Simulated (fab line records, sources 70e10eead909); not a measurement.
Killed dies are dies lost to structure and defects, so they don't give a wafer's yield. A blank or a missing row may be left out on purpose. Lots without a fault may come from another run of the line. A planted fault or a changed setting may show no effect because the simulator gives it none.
fab line records | flow nand_harc
record lots=6 wafers=18 last_day=33
route steps=1302 shown A_M1@1189 A_BONDPAD@1202 END@1302
lots that met no fault: from a run of the same line without faults
start_h: hours from the record's first day to the start of the lot's first wafer shown | wait_h: hours since the lot's step before | " the same as in the row above | L1.1+2: a row that stands for several wafers | - no value, or no start given | * or withheld: withheld | < > ~ a bound
route shown NAME@n: a module of which the file shows steps, and the number in the route of the first | usual: mean/standard deviation of fault-free wafers | same: alike in all rows | chamber/n: place in a boat | sites: the reading at each site | _std_site: their standard deviation | _edge_site: outer sites' mean less inner sites' | radius_mm: how far each site lies from the wafer's centre | mask NAME#n: copy n | behind: the tool/chamber that last shaped the wafer | hold: why the lot was held/for how many hours/how that ended | device: the transistor (n, p or np) that didn't switch | end of line: the same wafers' tests at the end of the route | a step without rows: its recipe alone | killed: dies lost to structure and defects at the first sort, not the wafer's yield | map: a wafer's dies, x killed, . not, _ none there
set.NAME: the setting as run; set.NAME@STEP: as run at that earlier step | model.NAME: the simulator's own value behind a step, which no gauge read
lots at some steps of the route; a table a step, a row a wafer
services: from which hour (start_h, from the record's first day; less than 0 if before it) a tool's chamber was out of use, for how many hours, and why
## steps
# step NHARC_A_M1_DEGAS_29
# recipe temp_c=250 time_s=60
# usual heater_power_w=337/42
# columns lot.wafer tool chamber start_h wait_h heater_power_w
L582.2 pvd_sputter-03 - 577.26 - 361
L582.4 " - " " 331
L582.6 " - " " 379
L586.3 pvd_sputter-02 - 616.35 - 365
L586.2 " - " " 264
L586.5 " - " " 296
L597.2 pvd_sputter-03 - 718.96 - 334
L597.6 " - " " 334
L597.5 " - " " 352
L595.3 pvd_sputter-02 - 720.74 - 284
L595.2 " - " " 333
L595.1 " - " " 295
L596.1 pvd_sputter-02 - 721.99 - 272
L596.2 " - " " 343
L596.3 " - " " 277
L598.4 pvd_sputter-01 - 735.26 - 407
L598.3 " - " " 391
L598.5 " - " " 296
# step NHARC_A_M1_PRE_CLEAN_30
# recipe time_s=30 temp_c=280 gas=H2/He
# step NHARC_A_M1_PVD_20
# recipe target_thk_a=50 bias_v=168.6 power_w=15000 chamber_pressure_pa=0.12 time_s=8.06 substrate_temp_c=50 material=TaN
# usual throttle_valve_pct=29.7/1.1
# columns lot.wafer tool chamber start_h wait_h throttle_valve_pct
L582.4 pvd_sputter-03 - - - 29.8
L582.2 " - " " 27.3
L582.6 " - " " 30.1
L586.3 pvd_sputter-02 - - - 30.9
L586.2 " - " " 30.5
L586.5 " - " " 30.4
L597.2 pvd_sputter-03 - - - 27.8
L597.6 " - " " 30.9
L597.5 " - " " 30.7
L595.2 pvd_sputter-02 - - - 29.8
L595.3 " - " " 29.0
L595.1 " - " " 30.4
L596.2 pvd_sputter-02 - - - 30.7
L596.3 " - " " 29.9
L596.1 " - " " 30.6
L598.4 pvd_sputter-01 - - - 29.3
L598.3 " - " " 30.9
L598.5 " - " " 29.4
# step NHARC_A_M1_PVD_21
# recipe target_thk_a=300 chamber_pressure_pa=5 power_w=5000 substrate_temp_c=30 time_s=20.49 material=Cu
# step NHARC_A_M1_ECD_22
# recipe target_thk_a=4000 bath_temp_c=25 material=Cu
# step NHARC_A_M1_ANNEAL_31
# recipe temp_c=225 time_s=90
# usual wafer_temp_C_max=227.0/0.42
# columns lot.wafer tool chamber start_h wait_h wafer_temp_C_max
L582.2 rtp_anneal-01 0 578.04 0.3 226.7
L582.4 " 0 " " 227.4
L582.6 " 0 " " 227.4
L586.2 rtp_anneal-01 0 617.13 0.4 226.8
L586.3 " 0 " " 227.2
L586.5 " 0 " " 227.6
L597.2 rtp_anneal-02 0 719.73 0.3 227.4
L597.5 " 0 " " 227.6
L597.6 " 0 " " 226.9
L595.1 rtp_anneal-01 0 721.48 0.3 227.8
L595.2 " 0 " " 227.2
L595.3 " 0 " " 226.7
L596.1 rtp_anneal-02 0 722.73 0.3 226.8
L596.2 " 0 " " 226.6
L596.3 " 0 " " 227.1
L598.3 rtp_anneal-02 0 736.09 - 226.7
L598.4 " 0 " " 227.0
L598.5 " 0 " " 227.1
# step NHARC_A_M1_CMP_23
# recipe t_overpolish_s=20 target_thk_nm=154.34
# usual motor_current_A=12.2/0.89 time_to_endpoint_s=29.6/1.9
# columns lot.wafer tool chamber start_h wait_h motor_current_A time_to_endpoint_s
L582.4 cmp-03 0 578.33 - 12.3 28.6
L582.2 " 3 " " 11.8 28.3
L582.6 " 0 " " 12.4 27.2
L586.2 cmp-03 2 617.48 - 12.7 30.5
L586.3 " 3 " " 11.7 30.9
L586.5 " 0 " " 12.7 30.1
L597.2 cmp-03 1 720.03 - 12.9 29.7
L597.6 " 1 " " 14.0 32.7
L597.5 " 2 " " 12.4 30.3
L595.1 cmp-01 2 721.82 - 12.8 30.9
L595.2 " 0 " " 12.8 28.8
L595.3 " 1 " " 13.2 28.1
L596.1 cmp-03 0 723.07 - 12.4 27.3
L596.2 " 1 " " 13.5 29.0
L596.3 " 3 " " 11.3 33.7
L598.3 cmp-01 1 736.37 - 12.6 29.0
L598.4 " 3 " " 10.3 26.5
L598.5 " 1 " " 12.9 25.6
# step NHARC_A_M1_THK_MEAS_24
# recipe thk_meas_gauge=xrf
# usual thk_nm=154.7/1.4
# columns lot.wafer tool chamber start_h wait_h thk_nm
L582.2 film_metro-01 - 578.65 - 154.3
L582.4 " - " " 154.2
L582.6 " - " " 153.7
L586.2 film_metro-01 - 617.74 - 154.5
L586.3 " - " " 155.6
L586.5 " - " " 154.5
L597.2 film_metro-02 - 720.34 - 153.9
L597.5 " - " " 156.3
L597.6 " - " " 156.1
L595.1 film_metro-01 - 722.13 - 153.8
L595.2 " - " " 154.9
L595.3 " - " " 154.2
L596.1 film_metro-01 - 723.39 - 154.4
L596.2 " - " " 154.6
L596.3 " - " " 154.7
L598.3 film_metro-02 - 736.66 - 153.4
L598.4 " - " " 154.4
L598.5 " - " " 153.0
# step NHARC_A_M1_SRD_25
# step NHARC_A_M1_INSPECT_27
# usual raw_defect_count=543/130
# columns lot.wafer tool chamber start_h wait_h raw_defect_count
L582.2 defect_inspect-02 - 578.80 0.0 436
L582.4 " - " " 473
L582.6 " - " " 470
L586.2 defect_inspect-02 - 617.90 0.0 550
L586.3 " - " " 589
L586.5 " - " " 379
L597.2 defect_inspect-01 - 720.50 0.0 386
L597.5 " - " " 466
L597.6 " - " " 408
L595.1 defect_inspect-02 - 722.31 0.1 473
L595.2 " - " " 551
L595.3 " - " " 506
L596.1 defect_inspect-02 - 723.54 0.0 567
L596.2 " - " " 586
L596.3 " - " " 434
L598.3 defect_inspect-01 - 736.81 0.0 447
L598.4 " - " " 571
L598.5 " - " " 355
# step NHARC_A_M1_PRE_CLEAN_32
# recipe time_s=12 temp_c=370 rf_power_w=300 gas=NH3
# usual heater_power_w=598/59
# columns lot.wafer tool chamber start_h wait_h heater_power_w
L582.2 pecvd-03 0 578.88 0.1 704
L582.6 " 2 " " 641
L582.4 " 0 " " 721
L586.3 pecvd-02 1 617.96 0.1 711
L586.2 " 2 " " 679
L586.5 " 0 " " 598
L597.2 pecvd-01 2 720.57 0.1 527
L597.6 " 0 " " 502
L597.5 " 1 " " 470
L595.1 pecvd-03 0 722.38 0.1 708
L595.3 " 1 " " 595
L595.2 " 2 " " 559
L596.2 pecvd-03 1 723.61 0.1 541
L596.3 " 2 " " 574
L596.1 " 0 " " 692
L598.3 pecvd-02 2 736.88 0.1 693
L598.5 " 0 " " 629
L598.4 " 1 " " 718
# step NHARC_A_M1_DEP_33
# recipe target_thk_a=300 temp_c=370 target_thk_nm=30 pressure_torr=3 flow_sccm=200 rf_w=450 material=SiCN
# usual heater_power_w=549/57 rf_fwd_power_W=449.1/1.4 showerhead_vpp_V=1331/73
# columns lot.wafer tool chamber start_h wait_h heater_power_w rf_fwd_power_W showerhead_vpp_V
L582.2 pecvd-03 0 578.99 0.1 642 450.3 1188
L582.6 " 2 " " 590 449.2 1324
L582.4 " 0 " " 626 449.7 1176
L586.3 pecvd-02 1 618.04 0.1 612 447.8 1235
L586.2 " 2 " " 639 449.8 1362
L586.5 " 0 " " 462 449.5 1383
L597.2 pecvd-01 2 720.65 0.1 462 449.0 1335
L597.6 " 0 " " 475 446.4 1295
L597.5 " 1 " " 499 450.5 1478
L595.1 pecvd-03 0 722.46 0.1 599 450.4 1177
L595.3 " 1 " " 508 519.2 1438
L595.2 " 2 " " 529 446.8 1347
L596.2 pecvd-03 1 723.69 0.1 552 521.0 1442
L596.3 " 2 " " 581 447.8 1333
L596.1 " 0 " " 614 452.5 1176
L598.3 pecvd-02 2 736.96 0.1 548 449.8 1354
L598.5 " 0 " " 563 449.1 1378
L598.4 " 1 " " 623 450.6 1247
# step NHARC_A_BONDPAD_DEP_00
# recipe target_thk_a=2500 temp_c=370 target_thk_nm=250 pressure_torr=3 flow_sccm=200 rf_w=450 material=SiCN
# step NHARC_END_SORT_01
# recipe temp_c=25
# usual defect_limited_yield=90.3/3 killed_at_array=60/21 killed_at_other=1.0/1.2 killed_at_periphery=4.2/2.8 killed_dies=65/20 killed_open=3.1/1.8 killed_short=2.6/1.6
# same gross_dies=677
# columns lot.wafer tool chamber start_h wait_h defect_limited_yield[%] killed_at_array killed_at_other killed_at_periphery killed_dies killed_open killed_short
L582.2 prober-02 0 610.80 2.8 90.4 63 1 1 65 2 0
L582.4 prober-02 0 612.41 3.4 90.1 65 0 2 67 7 2
L582.6 prober-02 0 614.01 4.0 91.3 54 1 4 59 5 2
L597.2 prober-01 0 764.03 2.8 85.8 93 0 3 96 4 5
L597.5 prober-01 0 766.43 3.7 88.0 74 0 7 81 4 2
L597.6 prober-01 0 767.23 4.0 87.0 78 2 8 88 3 2
L596.1 prober-01 0 770.97 2.5 92.3 41 2 9 52 5 1
L596.2 prober-01 0 771.79 2.8 89.7 65 0 5 70 4 3
L596.3 prober-01 0 772.60 3.1 91.3 50 1 8 59 2 1
L598.3 prober-01 0 780.43 3.1 95.9 22 1 5 28 3 1
L598.4 prober-01 0 781.23 3.4 95.0 23 0 11 34 4 2
L598.5 prober-01 0 782.03 3.7 96.6 13 1 9 23 2 2
# killed by level:class
L582.2 A_CHANNEL_HOLE_D1:chamber_film_flake=41 A_CHANNEL_HOLE_D2:chamber_film_flake=9 A_CHANNEL_FILL_D2:chamber_film_flake=4 A_CHANNEL_FILL_D1:chamber_film_flake=3 A_CONTACT:chamber_film_flake=3 P_GATE:geometric_particle:open=1 A_ONON_D1:geometric_particle:open=1 A_DECK1_JOINT:chamber_film_flake=1
L582.4 A_CHANNEL_HOLE_D1:chamber_film_flake=39 A_CHANNEL_HOLE_D2:chamber_film_flake=9 A_CONTACT:chamber_film_flake=5 A_SLIT:chamber_film_flake=3 A_DECK1_JOINT:geometric_particle:open=2 P_GATE:geometric_particle:open=1 P_CONTACT:geometric_particle:open=1 A_ONON_D1:geometric_particle:open=1
L582.6 A_CHANNEL_HOLE_D1:chamber_film_flake=33 A_CONTACT:chamber_film_flake=8 A_CHANNEL_HOLE_D2:chamber_film_flake=6 P_CONTACT:geometric_particle:open=2 P_M0:chamber_film_flake=2 A_CHANNEL_FILL_D2:geometric_particle:open=1 A_SGD_CUT:geometric_particle:open=1 A_SGD_CUT:geometric_particle:short=1
L597.2 A_CHANNEL_HOLE_D1:chamber_film_flake=37 A_SLIT:chamber_film_flake=35 A_CHANNEL_FILL_D1:chamber_film_flake=4 A_WL_FILL:chamber_film_flake=4 A_CONTACT:chamber_film_flake=3 P_GATE:chamber_film_flake=2 A_DECK1_JOINT:chamber_film_flake=2 P_CONTACT:geometric_particle:short=1
L597.5 A_CHANNEL_HOLE_D1:chamber_film_flake=34 A_SLIT:chamber_film_flake=19 A_CONTACT:chamber_film_flake=9 P_GATE:chamber_film_flake=4 A_CHANNEL_FILL_D1:chamber_film_flake=3 A_STAIRCASE:chamber_film_flake=3 A_CHANNEL_FILL_D1:geometric_particle:open=2 P_GATE:geometric_particle:open=1
L597.6 A_SLIT:chamber_film_flake=36 A_CHANNEL_HOLE_D1:chamber_film_flake=31 A_CONTACT:chamber_film_flake=6 P_GATE:chamber_film_flake=3 A_STAIRCASE:chamber_film_flake=3 P_M2:geometric_particle:open=2 P_BONDPAD:chamber_film_flake=2 P_CONTACT:geometric_particle:open=1
L596.1 A_CHANNEL_HOLE_D2:chamber_film_flake=12 A_SLIT:chamber_film_flake=8 P_GATE:chamber_film_flake=6 A_STAIRCASE:chamber_film_flake=6 A_CONTACT:chamber_film_flake=6 A_CHANNEL_HOLE_D1:chamber_film_flake=4 A_CHANNEL_FILL_D1:geometric_particle:open=2 THIN_TSV:chamber_film_flake=2
L596.2 A_CHANNEL_HOLE_D2:chamber_film_flake=25 A_CHANNEL_HOLE_D1:chamber_film_flake=11 A_CONTACT:chamber_film_flake=11 A_SLIT:chamber_film_flake=8 P_GATE:chamber_film_flake=4 A_STAIRCASE:chamber_film_flake=4 P_CONTACT:geometric_particle:open=1 A_CHANNEL_FILL_D1:geometric_particle:short=1
L596.3 A_CHANNEL_HOLE_D1:chamber_film_flake=17 A_CHANNEL_HOLE_D2:chamber_film_flake=15 A_CONTACT:chamber_film_flake=10 P_GATE:chamber_film_flake=5 A_SLIT:chamber_film_flake=4 P_BONDPAD:chamber_film_flake=2 A_WL_FILL:chamber_film_flake=2 P_M0:geometric_particle:short=1
L598.3 A_SLIT:chamber_film_flake=11 A_CHANNEL_FILL_D1:chamber_film_flake=3 A_ONON_D1:geometric_particle:open=2 P_ZERO_WELL:chamber_film_flake=2 A_CONTACT:chamber_film_flake=2 A_WL_FILL:geometric_particle:open=1 A_M0:geometric_particle:short=1 P_STI:chamber_film_flake=1
L598.4 A_SLIT:chamber_film_flake=9 P_GATE:chamber_film_flake=5 P_M0:chamber_film_flake=3 A_CHANNEL_HOLE_D2:chamber_film_flake=3 A_CHANNEL_FILL_D1:chamber_film_flake=2 P_CONTACT:geometric_particle:open=1 P_M0:geometric_particle:open=1 A_SOURCE_PLATE:geometric_particle:open=1
L598.5 A_SLIT:chamber_film_flake=5 P_GATE:chamber_film_flake=3 P_ZERO_WELL:chamber_film_flake=2 P_BONDPAD:chamber_film_flake=2 A_CHANNEL_FILL_D1:chamber_film_flake=2 A_CONTACT:chamber_film_flake=2 P_M0:geometric_particle:short=1 P_M0:geometric_particle:open=1
## services
# columns tool chamber start_h hours kind
cmp-03 - 555.10 4.0 pm
pecvd-03 0 560.83 - clean
cmp-03 - 567.50 0.9 repair
pecvd-01 1 572.70 4.7 repair
cmp-01 - 577.76 4.0 pm
pvd_sputter-01 - 582.05 10.0 pm
pecvd-02 - 589.11 13.0 pm
cmp-01 - 600.61 1.0 repair
cmp-03 - 603.41 2.5 repair
pecvd-01 0 605.57 3.9 repair
pecvd-02 - 636.68 1.6 repair
pvd_sputter-02 - 647.00 10.0 pm
pvd_sputter-01 - 650.57 1.7 repair
cmp-03 - 653.10 4.0 pm
pecvd-01 - 666.61 0.4 repair
pecvd-01 - 673.07 13.0 pm
cmp-01 - 675.76 4.0 pm
cmp-01 - 688.95 2.5 repair
pvd_sputter-03 - 704.02 10.0 pm
pvd_sputter-02 - 705.67 2.7 repair
cmp-01 - 717.58 0.7 repair
pecvd-02 0 722.93 3.8 repair
pecvd-03 - 728.83 13.0 pm
pvd_sputter-02 - 735.05 1.4 repair
## key
first_sign step=NHARC_A_M1_DEP_33 reading=rf_fwd_power_W direction=up sigmas=52 usual=* struck=*
effect none on later readings
met_at NHARC_A_M1_DEP_33
struck_wafers L595.3,L596.2
fault kind=process_parameter_drift tool=pecvd-03 chamber=1 onset_h=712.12 steps=NHARC_A_M1_DEP_33 channel=rf_w offset=* shape=step end_h=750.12 acts_in=* stated=*
